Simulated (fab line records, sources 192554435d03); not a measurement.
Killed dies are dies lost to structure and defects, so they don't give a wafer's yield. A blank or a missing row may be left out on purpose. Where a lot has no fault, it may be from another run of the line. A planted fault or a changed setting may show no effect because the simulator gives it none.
fab line records	flow n5-finfet
record: lots: 10	wafers: 28	last-day: 18
route steps=1938 shown BEOL_M1@823 BEOL_M2@844 BEOL_M4@1111 PASSIVATION@1936
lots with no fault: from the same line, run without faults
start-h: hours from the record's opening day to when the first of the lot's shown wafers began	wait-h: time in hours since the lot's previous step	" repeats the value in the row above	L1.1+2: a row that stands for several wafers	- no value present, or no start provided	* or withheld: withheld	< > ~ a bound
route shown NAME@n: a module of which the file shows steps, and the number in the route of the first	usual: the fault-free wafers' mean and standard deviation	same: alike in all rows	chamber/n: place in a boat	sites: per-site readings	_std_site: the standard deviation of these	_edge_site: inner sites' mean taken away from outer sites' mean	radius-mm: for every site, how far away it sits from the centre of the wafer	mask NAME#n: copy n	behind: the tool/chamber that last shaped the wafer	hold: cause of the lot's hold/its duration in hours/its outcome	device: whichever transistor did not switch (one of n, p or np)	end of line: the tests these same wafers got at the end of their route	for a step that has no rows: nothing shown but its recipe	killed: dies lost to structure and defects at the first sort, not the wafer's yield	map: dies across one wafer; x = killed, . = not, _ = none there
set.NAME: the setting as run; set.NAME@STEP: as run at that earlier step	model.NAME: the simulator's own value behind a step, which no gauge read
the route's steps for a sample of lots (tables are steps, rows are wafers)
services: a tool's chamber out of use, with start hour (start-h, from the record's first day; less than 0 if before it), hours out, and reason
== steps ==
step: N5_BEOL_M1_ANNEAL_89
recipe: temp-c: 400	time-s: 240	ambient: vacuum
usual: heater-power-w: 840/75
lot.wafer	tool	chamber	start-h	wait-h	heater-power-w
L225.1	pvd-sputter-03	-	129.45	0.0	755
L225.5	"	-	"	"	867
L227.1	pvd-sputter-01	-	134.06	0.0	769
L227.3	"	-	"	"	900
L227.5	"	-	"	"	800
L235.1	pvd-sputter-03	-	187.76	0.0	848
L235.2	"	-	"	"	777
L235.4	"	-	"	"	773
L236.1	pvd-sputter-02	-	199.45	0.0	895
L236.2	"	-	"	"	728
L236.3	"	-	"	"	880
L238.1	pvd-sputter-01	-	205.82	0.0	754
L238.3	"	-	"	"	842
L238.5	"	-	"	"	895
L242.1	pvd-sputter-03	-	227.67	0.0	863
L242.3	"	-	"	"	771
L242.5	"	-	"	"	767
L245.1	pvd-sputter-02	-	250.79	0.0	1013
L245.5	"	-	"	"	893
L245.6	"	-	"	"	717
L246.1	pvd-sputter-03	-	261.48	0.0	878
L246.5	"	-	"	"	867
L246.6	"	-	"	"	761
L247.3	pvd-sputter-01	-	264.08	0.0	772
L247.4	"	-	"	"	886
L247.5	"	-	"	"	870
L248.3	pvd-sputter-01	-	268.70	0.0	769
L248.6	"	-	"	"	880
step: N5_BEOL_M1_ANNEAL_51
recipe: temp-c: 225	time-s: 90	ambient: N2
usual: wafer_temp_C_max: 226.6/0.33
lot.wafer	tool	chamber	start-h	wait-h	wafer_temp_C_max
L225.1	rtp-anneal-01	0	130.83	0.4	226.4
L225.5	"	0	"	"	226.5
L227.1	rtp-anneal-01	0	135.05	0.1	227.0
L227.3	"	0	"	"	226.3
L227.5	"	0	"	"	226.3
L235.1	rtp-anneal-02	0	188.76	0.1	226.5
L235.2	"	0	"	"	226.7
L235.4	"	0	"	"	226.7
L236.1	rtp-anneal-01	0	200.44	0.1	226.7
L236.2	"	0	"	"	226.7
L236.3	"	0	"	"	226.7
L238.1	rtp-anneal-02	0	206.86	0.1	226.3
L238.3	"	0	"	"	226.9
L238.5	"	0	"	"	227.3
L242.1	rtp-anneal-02	0	228.66	0.1	226.3
L242.3	"	0	"	"	226.8
L242.5	"	0	"	"	226.3
L245.1	rtp-anneal-02	0	252.13	0.4	227.0
L245.5	"	0	"	"	226.9
L245.6	"	0	"	"	226.6
L246.1	rtp-anneal-01	0	262.48	0.1	226.5
L246.5	"	0	"	"	226.2
L246.6	"	0	"	"	226.0
L247.3	rtp-anneal-02	0	265.17	0.1	226.6
L247.4	"	0	"	"	226.7
L247.5	"	0	"	"	226.2
L248.3	rtp-anneal-01	0	269.79	0.1	226.9
L248.6	"	0	"	"	226.9
step: N5_BEOL_M1_DEP_57
recipe: material: SiCN	target-thk-a: 80	temp-c: withheld	precursor: 3MS/NH3	pressure-torr: 3	rf-w: 202	time-s: 14
usual: showerhead-plenum-p-Torr: 3.664/0.012	throttle-valve-pct: 9.2/0.44
lot.wafer	tool	chamber	start-h	wait-h	showerhead-plenum-p-Torr	throttle-valve-pct
L225.1	pecvd-02	1	131.79	0.0	3.689	9.5
L225.5	"	1	"	"	3.675	9.3
L227.1	pecvd-03	1	135.89	0.0	3.664	8.8
L227.3	"	0	"	"	3.666	9.5
L227.5	"	1	"	"	3.663	8.9
L235.1	pecvd-03	1	189.81	0.0	3.663	8.7
L235.2	"	2	"	"	3.678	8.6
L235.4	"	0	"	"	3.660	9.5
L236.1	pecvd-03	1	201.24	0.0	3.657	9.0
L236.2	"	0	"	"	3.661	9.5
L236.3	"	2	"	"	3.679	8.6
L238.1	pecvd-03	1	207.65	0.0	3.661	8.8
L238.3	"	2	"	"	3.675	8.5
L238.5	"	1	"	"	3.660	9.0
L242.1	pecvd-03	0	229.45	0.0	3.656	9.4
L242.3	"	1	"	"	3.643	9.0
L242.5	"	2	"	"	3.672	8.7
L245.1	pecvd-02	0	252.91	0.0	3.647	9.3
L245.5	"	1	"	"	3.678	9.5
L245.6	"	2	"	"	3.658	8.8
L246.1	pecvd-02	0	263.26	0.0	3.651	9.5
L246.5	"	1	"	"	3.673	9.5
L246.6	"	2	"	"	3.655	8.9
L247.3	pecvd-02	0	266.19	0.0	3.647	9.4
L247.4	"	2	"	"	3.663	8.6
L247.5	"	0	"	"	3.658	9.4
L248.3	pecvd-02	2	270.48	0.0	3.662	8.9
L248.6	"	2	"	"	3.668	9.1
step: N5_BEOL_M1_INSPECT_59
recipe: inspect-instrument: darkfield	mode: post-dep
usual: raw-defect-count: 68/23
lot.wafer	tool	chamber	start-h	wait-h	raw-defect-count
L225.1	defect-inspect-02	-	131.89	0.0	51
L225.5	"	-	"	"	49
L227.1	defect-inspect-02	-	135.98	0.0	62
L227.3	"	-	"	"	61
L227.5	"	-	"	"	82
L235.1	defect-inspect-02	-	189.90	0.0	83
L235.2	"	-	"	"	55
L235.4	"	-	"	"	48
L236.1	defect-inspect-02	-	201.33	0.0	52
L236.2	"	-	"	"	82
L236.3	"	-	"	"	47
L238.1	defect-inspect-01	-	207.74	0.0	1414
L238.3	"	-	"	"	1341
L238.5	"	-	"	"	1475
L242.1	defect-inspect-02	-	229.54	0.0	1439
L242.3	"	-	"	"	1348
L242.5	"	-	"	"	1441
L245.1	defect-inspect-01	-	253.01	0.0	53
L245.5	"	-	"	"	85
L245.6	"	-	"	"	63
L246.1	defect-inspect-01	-	263.35	0.0	82
L246.5	"	-	"	"	68
L246.6	"	-	"	"	79
L247.3	defect-inspect-01	-	266.29	0.0	98
L247.4	"	-	"	"	117
L247.5	"	-	"	"	90
L248.3	defect-inspect-02	-	270.58	0.0	47
L248.6	"	-	"	"	43
step: N5_BEOL_M2_HM_DEP_02
recipe: material: TiN	target-thk-a: 200	temp-c: 25	chamber-pressure-pa: 0.49996
usual: throttle-valve-pct: 29.9/1.2
lot.wafer	tool	chamber	start-h	wait-h	throttle-valve-pct
L225.1	pvd-sputter-01	-	135.14	3.1	31.1
L225.5	"	-	"	"	30.8
L227.1	pvd-sputter-01	-	137.24	1.1	30.8
L227.3	"	-	"	"	29.3
L227.5	"	-	"	"	29.3
L235.1	pvd-sputter-01	-	191.72	1.7	29.2
L235.2	"	-	"	"	30.9
L235.4	"	-	"	"	30.0
L236.1	pvd-sputter-01	-	203.20	1.7	30.0
L236.2	"	-	"	"	29.3
L236.3	"	-	"	"	30.9
L238.1	pvd-sputter-02	-	210.57	2.7	30.0
L238.3	"	-	"	"	29.9
L238.5	"	-	"	"	29.9
L242.1	pvd-sputter-01	-	230.32	0.6	29.5
L242.3	"	-	"	"	30.2
L242.5	"	-	"	"	29.5
L245.1	pvd-sputter-01	-	254.02	0.9	29.3
L245.5	"	-	"	"	30.3
L245.6	"	-	"	"	29.5
L246.1	pvd-sputter-03	-	265.02	1.5	29.3
L246.5	"	-	"	"	29.6
L246.6	"	-	"	"	28.2
L247.3	pvd-sputter-01	-	266.64	0.2	30.2
L247.4	"	-	"	"	29.3
L247.5	"	-	"	"	29.5
L248.3	pvd-sputter-02	-	271.39	0.7	31.1
L248.6	"	-	"	"	29.7
step: N5_BEOL_M2_INSPECT_13
recipe: mode: adi	inspect-instrument: brightfield
usual: raw-defect-count: 406/81
lot.wafer	tool	chamber	start-h	wait-h	raw-defect-count
L225.1	defect-inspect-02	-	135.62	0.1	320
L225.5	"	-	"	"	399
L227.1	defect-inspect-01	-	137.72	0.1	387
L227.3	"	-	"	"	342
L227.5	"	-	"	"	458
L235.1	defect-inspect-02	-	192.21	0.1	374
L235.2	"	-	"	"	417
L235.4	"	-	"	"	351
L236.1	defect-inspect-02	-	203.70	0.1	443
L236.2	"	-	"	"	542
L236.3	"	-	"	"	376
L238.1	defect-inspect-02	-	211.18	0.1	1795
L238.3	"	-	"	"	1685
L238.5	"	-	"	"	1846
L242.1	defect-inspect-02	-	230.80	0.1	1822
L242.3	"	-	"	"	1594
L242.5	"	-	"	"	1768
L245.1	defect-inspect-01	-	254.50	0.1	396
L245.5	"	-	"	"	341
L245.6	"	-	"	"	602
L246.1	defect-inspect-02	-	265.63	0.1	395
L246.5	"	-	"	"	442
L246.6	"	-	"	"	377
L247.3	defect-inspect-01	-	267.13	0.0	414
L247.4	"	-	"	"	521
L247.5	"	-	"	"	474
L248.3	defect-inspect-02	-	272.00	0.0	473
L248.6	"	-	"	"	419
step: N5_BEOL_M4_RC_MEAS_101
usual: DIBL_N: 35.8/1.7	DIBL_P: 35.9/1.9	IOFF_N: 0.151/0.028	IOFF_P: 0.21/0.037	ION_N: 673/12	ION_P: 463/8.3	SS_N: 71.4/0.59	SS_P: 73.2/0.63	VT_N: 250/3.2	VT_P: -250/3.7
lot.wafer	tool	chamber	start-h	wait-h	DIBL_N[mV/V]	DIBL_P[mV/V]	IOFF_N[nA/um]	IOFF_P[nA/um]	ION_N[uA/um]	ION_P[uA/um]	SS_N[mV/dec]	SS_P[mV/dec]	VT_N[mV]	VT_P[mV]
L225.1	prober-02	0	161.17	0.0	36.1	36.0	0.141	0.21	667	462	71.5	73.7	249	-247
L225.5	"	0	"	"	35.2	35.2	0.130	0.21	660	457	71.2	73.0	254	-250
L227.1	prober-01	0	166.20	0.0	37.0	36.9	0.171	0.26	668	466	72.2	74.2	251	-245
L227.3	"	0	"	"	37.4	37.2	0.197	0.28	688	476	71.6	74.1	245	-243
L227.5	"	0	"	"	37.3	36.3	0.185	0.27	674	470	71.8	74.2	246	-243
L235.1	prober-02	0	221.99	0.0	39.0	38.5	0.201	0.25	678	464	72.6	73.6	248	-244
L235.2	"	0	"	"	35.2	36.1	0.139	0.20	669	460	71.8	73.6	252	-250
L235.4	"	0	"	"	35.4	36.3	0.157	0.22	690	471	71.9	72.8	249	-248
L236.1	prober-01	0	232.74	0.0	35.7	36.6	0.149	0.18	683	462	70.8	72.9	251	-254
L236.2	"	0	"	"	33.5	33.9	0.116	0.15	666	460	71.0	72.7	252	-259
L236.3	"	0	"	"	34.9	36.0	0.136	0.17	656	449	70.9	73.7	249	-254
L238.1	prober-02	0	245.16	0.0	35.7	34.5	0.134	0.17	670	458	71.7	72.8	253	-254
L238.3	"	0	"	"	38.3	37.7	0.176	0.21	673	455	71.8	73.4	247	-252
L238.5	"	0	"	"	35.8	34.8	0.132	0.17	670	463	71.7	72.5	251	-255
L242.1	prober-02	0	263.70	0.0	35.3	36.1	0.131	0.18	668	458	71.2	72.4	254	-252
L242.3	"	0	"	"	35.5	36.0	0.128	0.18	655	453	71.2	73.1	254	-253
L242.5	"	0	"	"	34.6	34.9	0.117	0.18	656	451	70.8	72.8	256	-255
L245.1	prober-01	0	285.94	0.0	36.2	35.1	0.164	0.17	657	449	71.5	72.7	255	-254
L245.5	"	0	"	"	35.3	34.8	0.142	0.17	652	449	71.8	73.9	252	-253
L245.6	"	0	"	"	33.4	32.4	0.119	0.15	659	455	71.1	72.6	254	-254
L248.3	prober-01	0	304.88	0.3	35.0	35.1	0.142	0.21	680	469	70.7	73.4	251	-249
L248.6	"	0	"	"	37.7	37.5	0.166	0.24	663	458	71.8	73.3	250	-247
L246.1	prober-01	0	316.96	0.0	39.4	41.1	0.240	0.30	672	459	72.8	74.9	245	-246
L246.5	"	0	"	"	37.1	38.3	0.195	0.24	690	467	71.8	73.8	245	-248
L246.6	"	0	"	"	38.6	40.0	0.217	0.27	692	474	72.3	74.6	245	-246
L247.3	prober-01	0	321.09	0.3	36.0	35.6	0.137	0.20	661	453	71.3	73.2	254	-247
L247.4	"	0	"	"	36.2	35.5	0.147	0.20	674	461	71.9	73.1	254	-252
L247.5	"	0	"	"	36.1	35.7	0.145	0.20	667	458	72.2	73.1	254	-248
step: N5_PASSIVATION_PROBE_49
usual: defect-limited-yield: 91.4/1.5	killed_at_M0_to_M3: 33/9.8	killed_at_M4_up: 14/5.5	killed-at-contacts: 12/6.5	killed-at-front-end: 38/11	killed-at-other: 3/3.1	killed-dies: 101/17	killed-open: 66/13	killed-short: 32/7.5	sort_bin_5_function: 5.0/1	sort_bin_6_memory: 3.2/0.69	sort-n-pass: 1079/17	sort-yield-pct: 91.4/1.5
same: gross-dies: 1180	killed-at-back-side: 0	sort_bin_4_leakage[%]: 0	sort_bin_8_speed[%]: 0
lot.wafer	tool	chamber	start-h	wait-h	defect-limited-yield[%]	killed_at_M0_to_M3	killed_at_M4_up	killed-at-contacts	killed-at-front-end	killed-at-other	killed-dies	killed-open	killed-short	sort_bin_5_function[%]	sort_bin_6_memory[%]	sort-n-pass	sort-yield-pct[%]
L238.1	prober-01	-	355.25	0.0	80.6	179	15	12	22	1	229	52	19	12.5	2.9	951	80.6
L238.3	prober-01	-	355.35	0.1	86.8	119	6	4	25	2	156	41	27	7.5	3.2	1024	86.8
L238.5	prober-01	-	355.45	0.2	80.8	174	20	6	26	0	226	50	16	11.7	3.5	954	80.8
L242.1	prober-01	-	367.30	0.0	78.5	196	17	6	31	4	254	59	27	12.4	4.4	926	78.5
L242.3	prober-01	-	367.40	0.1	77.8	200	10	4	45	3	262	71	33	12.0	5.5	918	77.8
L242.5	prober-01	-	367.50	0.2	84.8	111	7	6	53	2	179	61	36	9.4	3.5	1001	84.8
L246.1	prober-01	-	421.86	0.0	89.3	39	21	28	34	4	126	76	45	6.5	3.8	1054	89.3
L246.5	prober-01	-	422.06	0.2	90.9	22	23	27	29	6	107	70	32	5.8	3.0	1073	90.9
L246.6	prober-01	-	422.11	0.3	93.1	30	9	13	30	0	82	54	28	4.4	2.5	1098	93.1
killed by level:class
L238.1 BEOL_M1:unspecified=156 MOL_CONTACT_COAG:geometric-particle:open=9 BEOL_M4:geometric-particle:open=9 BEOL_M0_SAQP:geometric-particle:open=7 DUMMY_GATE:geometric-particle:open=5 STI_FIN_REVEAL:geometric-particle:open=4 BEOL_M0_SAQP:geometric-particle:short=4 BEOL_M1:geometric-particle:open=4
L238.3 BEOL_M1:unspecified=86 BEOL_M0_SAQP:geometric-particle:short=13 BEOL_M0_SAQP:geometric-particle:open=8 FIN_SAQP:geometric-particle:open=5 FIN_SAQP:geometric-particle:short=5 STI_FIN_REVEAL:geometric-particle:open=5 MOL_CONTACT_COAG:geometric-particle:open=4 ILD0:geometric-particle:open=3
L238.5 BEOL_M1:unspecified=159 BEOL_M4:geometric-particle:open=8 STI_FIN_REVEAL:geometric-particle:open=6 FIN_SAQP:geometric-particle:short=4 DUMMY_GATE:geometric-particle:open=4 MOL_CONTACT_COAG:geometric-particle:open=4 BEOL_M1:geometric-particle:open=4 BEOL_M3:geometric-particle:open=4
L242.1 BEOL_M1:unspecified=160 BEOL_M3:geometric-particle:open=18 HKMG_FIN:area-etch=8 BEOL_M5:geometric-particle:open=6 STI_FIN_REVEAL:geometric-particle:open=5 MOL_CONTACT_COAG:geometric-particle:open=5 BEOL_M1:geometric-particle:open=5 BEOL_M7:geometric-particle:open=4
L242.3 BEOL_M1:unspecified=158 STI_FIN_REVEAL:geometric-particle:open=18 BEOL_M3:geometric-particle:open=14 BEOL_M2:geometric-particle:open=11 STARTING-WAFER:geometric-particle:short=7 DUMMY_GATE:geometric-particle:open=5 BEOL_M0_SAQP:geometric-particle:open=5 BEOL_M5:geometric-particle:open=5
L242.5 BEOL_M1:unspecified=82 STI_FIN_REVEAL:geometric-particle:open=17 BEOL_M3:geometric-particle:open=8 BEOL_M0_SAQP:geometric-particle:short=7 FIN_SAQP:geometric-particle:open=6 FIN_SAQP:geometric-particle:short=6 STARTING-WAFER:geometric-particle:open=6 BEOL_M0_SAQP:geometric-particle:open=5
L246.1 MOL_CONTACT_COAG:geometric-particle:open=19 BEOL_M0_SAQP:geometric-particle:short=12 MOL_CONTACT_COAG:geometric-particle:short=9 BEOL_M4:geometric-particle:open=8 STI_FIN_REVEAL:geometric-particle:open=7 FIN_SAQP:geometric-particle:short=6 FIN_SAQP:geometric-particle:open=6 BEOL_M2:geometric-particle:open=6
L246.5 MOL_CONTACT_COAG:geometric-particle:open=22 FIN_SAQP:geometric-particle:open=6 BEOL_M4:geometric-particle:open=6 GATE_CUT:geometric-particle:short=5 MOL_CONTACT_COAG:geometric-particle:short=5 BEOL_M0_SAQP:geometric-particle:short=5 BEOL_M5:geometric-particle:open=4 BEOL_M2:geometric-particle:open=4
L246.6 MOL_CONTACT_COAG:geometric-particle:open=11 BEOL_M0_SAQP:geometric-particle:short=11 FIN_SAQP:geometric-particle:open=10 BEOL_M0_SAQP:geometric-particle:open=7 FIN_SAQP:geometric-particle:short=4 BEOL_M4:geometric-particle:open=4 BEOL_M1:geometric-particle:open=4 STI_FIN_REVEAL:geometric-particle:open=3
== services ==
tool	chamber	start-h	hours	kind
pecvd-02	-	114.18	4.3	pm
pvd-sputter-02	-	123.02	3.6	repair
pecvd-03	2	164.70	9.1	repair
pecvd-02	2	180.90	5.4	repair
pecvd-03	0	266.69	5.0	scheduled-down
== key ==
first-sign: step: N5_BEOL_M1_INSPECT_59	reading: raw-defect-count	direction: up	sigmas: 60	usual: 68	struck: 1410
effect: step: N5_BEOL_M2_INSPECT_13	reading: raw-defect-count	direction: up	sigmas: 17	usual: 406	struck: 1752
effect: step: N5_PASSIVATION_PROBE_49	reading: killed_at_M0_to_M3	direction: up	sigmas: 13	usual: 33	struck: 163
more-kills-born-at: N5_BEOL_M1_DEP_57@pecvd-03: 801
met-at N5_BEOL_M1_DEP_57
struck-lots L238,L242
not-acting-at N5_BEOL_M1_ANNEAL_89,N5_BEOL_M1_ANNEAL_51,N5_BEOL_M2_HM_DEP_02
onset-between 201.24 207.65
fault: kind: chamber-particle-source	tool: pecvd-03	chamber: -	onset-h: 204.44	steps: N5_BEOL_M1_DEP_57	rate-per-visit-cm2: 2.029	end-h: 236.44
